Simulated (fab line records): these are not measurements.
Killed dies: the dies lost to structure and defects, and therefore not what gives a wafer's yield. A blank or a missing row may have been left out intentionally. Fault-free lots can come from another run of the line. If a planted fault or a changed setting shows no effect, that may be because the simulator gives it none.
The tool behind it: which one? | flow n5-finfet | Sampling: 24 lots, 72 wafers, 3 of 1938 route steps

WHAT THE GAUGES READ, wafer by wafer
N5_FIN_CUT_CD_MEAS_08 targets a cd of 29.1 nm. Usual: cd-nm at 29.13 nm, with a standard deviation of 0.2.
lot  | measured    | on        | cd-nm (nm)        | flag
L074 | day 2 03:25 | cd-sem-02 | 29.35 29.67 28.88 |
L075 | day 2 10:19 | cd-sem-01 | 29.24 29.01 28.90 |
L076 | day 2 14:29 | cd-sem-02 | 29.25 29.46 29.15 |
L077 | day 2 20:52 | cd-sem-03 | 28.83 29.23 28.72 |
L078 | day 3 03:08 | cd-sem-01 | 29.08 29.12 28.85 |
L079 | day 3 09:27 | cd-sem-02 | 29.14 29.09 29.08 |
L080 | day 3 14:55 | cd-sem-03 | 28.90 28.94 29.33 |
L081 | day 3 20:46 | cd-sem-03 | 29.21 29.10 28.88 |
L082 | day 4 04:00 | cd-sem-03 | 29.01 29.21 28.82 |
L083 | day 4 08:35 | cd-sem-03 | 29.20 29.16 29.19 |
L084 | day 4 15:16 | cd-sem-02 | 28.90 28.92 29.07 |
L085 | day 4 23:20 | cd-sem-01 | 28.84 28.80 29.31 |
L086 | day 5 07:31 | cd-sem-01 | 29.04 29.06 29.10 |
L087 | day 5 11:22 | cd-sem-03 | 29.08 28.97 29.15 |
L088 | day 5 14:19 | cd-sem-01 | 29.13 29.27 28.55 |
L089 | day 5 20:46 | cd-sem-03 | 29.48 28.98 29.28 |
L090 | day 6 02:42 | cd-sem-02 | 28.84 29.35 29.58 |
L091 | day 6 09:03 | cd-sem-01 | 29.12 29.11 29.18 |
L092 | day 6 13:57 | cd-sem-03 | 29.01 29.14 29.29 |
L093 | day 6 20:19 | cd-sem-02 | 28.93 28.98 29.05 |
L094 | day 7 03:11 | cd-sem-03 | 29.41 29.10 29.00 |
L095 | day 7 08:25 | cd-sem-02 | 29.41 29.22 29.05 |
L096 | day 7 14:44 | cd-sem-03 | 29.17 29.19 29.08 |
L097 | day 7 20:57 | cd-sem-01 | 29.17 29.01 29.31 |

WHICH TOOL RAN EACH LOT (tool, then ch and the chambers of the sampled wafers, then the start)
lot  | N5_FIN_SAQP_HM_CD_35   | N5_FIN_SAQP_FIN_ETCH_36
L074 | cd-sem-02, day 2 02:41 | rie-si-01 ch 0,1,3, day 2 02:45
L075 | cd-sem-02, day 2 09:41 | rie-si-03 ch 0,1,2, day 2 09:46
L076 | cd-sem-01, day 2 13:44 | rie-si-03 ch 0,2,3, day 2 13:48
L077 | cd-sem-03, day 2 20:14 | rie-si-01 ch 0,1,2, day 2 20:19
L078 | cd-sem-01, day 3 02:23 | rie-si-03 ch 0,3, day 3 02:27
L079 | cd-sem-03, day 3 08:43 | rie-si-02 ch 0,1,2, day 3 08:47
L080 | cd-sem-01, day 3 14:10 | rie-si-03 ch 0,2,3, day 3 14:14
L081 | cd-sem-01, day 3 20:01 | rie-si-01 ch 0,2,3, day 3 20:05
L082 | cd-sem-01, day 4 03:23 | rie-si-03 ch 0,1,2, day 4 03:27
L083 | cd-sem-03, day 4 07:58 | rie-si-01 ch 1,2,3, day 4 08:02
L084 | cd-sem-03, day 4 14:31 | rie-si-03 ch 1,2, day 4 14:35
L085 | cd-sem-03, day 4 22:43 | rie-si-02 ch 2,3, day 4 22:47
L086 | cd-sem-03, day 5 06:53 | rie-si-01 ch 0,2,3, day 5 06:58
L087 | cd-sem-03, day 5 10:45 | rie-si-01 ch 2,3, day 5 10:49
L088 | cd-sem-01, day 5 13:41 | rie-si-01 ch 0,2, day 5 13:46
L089 | cd-sem-01, day 5 20:08 | rie-si-01 ch 0,1, day 5 20:12
L090 | cd-sem-03, day 6 02:05 | rie-si-03 ch 0,2,3, day 6 02:09
L091 | cd-sem-03, day 6 08:19 | rie-si-03 ch 0,1,3, day 6 08:22
L092 | cd-sem-01, day 6 13:20 | rie-si-03 ch 2,3, day 6 13:24
L093 | cd-sem-01, day 6 19:32 | rie-si-02 ch 0,1,2, day 6 19:36
L094 | cd-sem-01, day 7 02:34 | rie-si-02 ch 0,1, day 7 02:38
L095 | cd-sem-02, day 7 07:47 | rie-si-01 ch 0,2,3, day 7 07:51
L096 | cd-sem-03, day 7 13:59 | rie-si-02 ch 1,2,3, day 7 14:03
L097 | cd-sem-03, day 7 20:20 | rie-si-01 ch 1,2, day 7 20:24
- N5_FIN_SAQP_HM_CD_35: target cd 8 nm.
- N5_FIN_SAQP_FIN_ETCH_36: etches the open film in HBr/Cl2/O2, target depth 120 nm, time 50.4 s.

WHAT THE TOOLS THEMSELVES READ (means of the sampled wafers that have a number; where no wafer has one, the mark that the record gives instead)
N5_FIN_SAQP_HM_CD_35. Usual: cd-nm at 8.10 nm, with a standard deviation of 0.23.
lot  | tool      | cd-nm (nm) | flag
L074 | cd-sem-02 | 8.17       |
L075 | cd-sem-02 | 8.15       |
L076 | cd-sem-01 | 8.07       |
L077 | cd-sem-03 | 8.48       |
L078 | cd-sem-01 | 7.89       |
L079 | cd-sem-03 | 8.30       |
L080 | cd-sem-01 | 8.03       |
L081 | cd-sem-01 | 7.97       |
L082 | cd-sem-01 | 8.28       |
L083 | cd-sem-03 | 8.09       |
L084 | cd-sem-03 | 8.22       |
L085 | cd-sem-03 | 7.99       |
L086 | cd-sem-03 | 8.07       |
L087 | cd-sem-03 | 8.18       |
L088 | cd-sem-01 | 7.93       |
L089 | cd-sem-01 | 7.99       |
L090 | cd-sem-03 | 8.09       |
L091 | cd-sem-03 | 7.92       |
L092 | cd-sem-01 | 7.92       |
L093 | cd-sem-01 | 8.00       |
L094 | cd-sem-01 | 7.98       |
L095 | cd-sem-02 | 8.17       |
L096 | cd-sem-03 | 8.18       |
L097 | cd-sem-03 | 8.18       |

N5_FIN_SAQP_FIN_ETCH_36. Usual: chamber-pressure-mTorr 9.999 mTorr, standard deviation 0.0098; drypump-motor-current-A 5.8 A, standard deviation 0.61; oes-product-au 1.005 a.u., standard deviation 0.022; throttle-valve-pct 35.98 %, standard deviation 0.26.
lot  | tool      | chamber-pressure-mTorr (mTorr) | drypump-motor-current-A (A) | oes-product-au (a.u.) | throttle-valve-pct (%) | flag
L074 | rie-si-01 | 10.007                         | 6.1                         | 0.988                 | 36.03                  |
L075 | rie-si-03 | 10.002                         | 5.5                         | 0.994                 | 35.77                  |
L076 | rie-si-03 | 10.005                         | 5.4                         | 1.019                 | 35.84                  |
L077 | rie-si-01 | 9.986                          | 5.8                         | 1.007                 | 35.99                  |
L078 | rie-si-03 | 9.995                          | 4.9                         | 1.007                 | 35.95                  |
L079 | rie-si-02 | 9.994                          | 6.6                         | 1.007                 | 36.24                  |
L080 | rie-si-03 | 9.992                          | 5.4                         | 1.012                 | 35.85                  |
L081 | rie-si-01 | 9.997                          | 6.0                         | 1.004                 | 36.11                  |
L082 | rie-si-03 | 10.015                         | 5.5                         | 0.991                 | 35.78                  |
L083 | rie-si-01 | 9.995                          | 5.8                         | 1.001                 | 35.94                  |
L084 | rie-si-03 | 10.001                         | 5.9                         | 0.978                 | 35.77                  |
L085 | rie-si-02 | 10.001                         | 6.2                         | 1.013                 | 35.86                  |
L086 | rie-si-01 | 10.005                         | 6.0                         | 1.001                 | 36.09                  |
L087 | rie-si-01 | 10.006                         | 6.0                         | 1.008                 | 36.02                  |
L088 | rie-si-01 | 9.997                          | 5.7                         | 1.027                 | 36.05                  |
L089 | rie-si-01 | 10.005                         | 5.9                         | 1.005                 | 35.92                  |
L090 | rie-si-03 | 10.001                         | 5.4                         | 1.018                 | 35.85                  |
L091 | rie-si-03 | 9.992                          | 5.2                         | 1.009                 | 35.92                  |
L092 | rie-si-03 | 10.008                         | 5.9                         | 1.029                 | 35.74                  |
L093 | rie-si-02 | 10.003                         | 6.6                         | 1.017                 | 36.22                  |
L094 | rie-si-02 | 10.003                         | 6.7                         | 0.998                 | 36.52                  |
L095 | rie-si-01 | 9.994                          | 6.0                         | 1.006                 | 36.09                  |
L096 | rie-si-02 | 10.003                         | 6.5                         | 1.008                 | 36.00                  |
L097 | rie-si-01 | 10.003                         | 5.5                         | 1.013                 | 35.91                  |

THE ANSWER, worked out from the rows above alone
Rule: a lot is off if the mean of its wafers that have a number lies more than 3 standard deviations from the usual mean. Also off: a lot with no number at a reading for which 4 or more lots have one. Any other lot the step has rows for is counted as sound. First the gauges in route order, then the tools' own readings, where a lot's mean is used as printed above. At the first step where some lot is off, the reading lying furthest off is the one used; lots without a number count as furthest.
No lot is off at any reading shown: from this, nothing can be told.

WHAT HAD BEEN PUT IN BY THE SIMULATOR
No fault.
